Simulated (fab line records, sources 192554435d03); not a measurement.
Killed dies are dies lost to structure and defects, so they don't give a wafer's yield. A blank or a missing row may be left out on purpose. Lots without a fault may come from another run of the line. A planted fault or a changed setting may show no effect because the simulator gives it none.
Which tool did it? | flow n5_finfet | 10 lots, 30 wafers sampled, at 3 steps of a route of 1938

WHAT THE GAUGES READ, wafer by wafer
N5_BEOL_M14_INSPECT_30: inspects for defects (macro).
lot  | measured     | on                | raw_defect_count
L704 | day 11 00:08 | defect_inspect-01 | 4 3 1
L707 | day 11 14:54 | defect_inspect-01 | 2 3 1
L708 | day 11 22:16 | defect_inspect-02 | 4 1 1
L713 | day 13 19:09 | defect_inspect-01 | 0 3 1
L718 | day 14 15:13 | defect_inspect-02 | >300 >300 >300
L719 | day 14 21:02 | defect_inspect-02 | >300 >300 >300
L724 | day 16 00:49 | defect_inspect-01 | 1 2 2
L721 | day 16 04:39 | defect_inspect-02 | 1 2 0
L722 | day 16 05:13 | defect_inspect-01 | 0 3 1
L725 | day 16 20:50 | defect_inspect-01 | 0 4 2

WHICH TOOL RAN EACH LOT (tool, then ch and the chambers of the sampled wafers, then the start)
lot  | N5_BEOL_M14_VIA_ETCH_16            | N5_BEOL_M14_STRIP_63
L704 | rie_diel-04 ch 0,1,3, day 10 23:24 | rie_diel-04 ch 0,1,3, day 10 23:00
L707 | rie_diel-04 ch 0,2, day 11 14:10   | rie_diel-04 ch 0,2, day 11 14:00
L708 | rie_diel-01 ch 0,2,3, day 11 21:32 | rie_diel-01 ch 0,2,3, day 11 21:00
L713 | rie_diel-01 ch 1,2,3, day 13 18:25 | rie_diel-01 ch 1,2,3, day 13 18:00
L718 | rie_diel-04 ch 1,2, day 14 14:22   | rie_diel-04 ch 1,2, day 14 14:00
L719 | rie_diel-04 ch 0,2,3, day 14 20:11 | rie_diel-04 ch 0,2,3, day 14 20:00
L724 | rie_diel-03 ch 1,2,3, day 15 23:57 | rie_diel-03 ch 1,2,3, day 16 00:00
L721 | rie_diel-03 ch 1,2,3, day 16 03:55 | rie_diel-03 ch 1,2,3, day 16 04:00
L722 | rie_diel-03 ch 2,3, day 16 04:22   | rie_diel-03 ch 2,3, day 16 04:00
L725 | rie_diel-03 ch 0,1,2, day 16 20:06 | rie_diel-03 ch 0,1,2, day 16 20:00
- N5_BEOL_M14_VIA_ETCH_16: etches SiO2 in C4F8/O2/Ar, target depth 1231.3 nm.
- N5_BEOL_M14_STRIP_63: strips in O2.

THE ANSWER, worked out from the rows above alone
Rule: what is usual is taken from the lots themselves. Put in order of their means at a reading, lots are off if they are a third of the lots or fewer, leave a main group of 4 or more, and stand apart from it by a gap of 3 or more times the standard deviation of the main group's means; of several such gaps the widest counts. A main group whose means are all the same, to the digits that the tables above print for the reading, isn't used. A lot without any number at a reading at which 4 lots or more have one is off too. The other lots that the step has rows for count as sound.
Off: L718, L719, at N5_BEOL_M14_INSPECT_30 (raw_defect_count). Without a number there: L718, L719. The main group: mean 1.8, standard deviation 0.49.
A tool fits if, at a process step before that reading, it ran every lot that is off, and no sound lot after the first of them. The gauges at N5_BEOL_M14_INSPECT_30 are tried like those tools. One fits: rie_diel-04 at N5_BEOL_M14_VIA_ETCH_16 and N5_BEOL_M14_STRIP_63. At N5_BEOL_M14_VIA_ETCH_16 its last sound lot is L707 (day 11 14:10), its first lot that is off L718 (day 14 14:22): a fault that began between those two fits.

WHAT THE SIMULATOR HAD PUT IN
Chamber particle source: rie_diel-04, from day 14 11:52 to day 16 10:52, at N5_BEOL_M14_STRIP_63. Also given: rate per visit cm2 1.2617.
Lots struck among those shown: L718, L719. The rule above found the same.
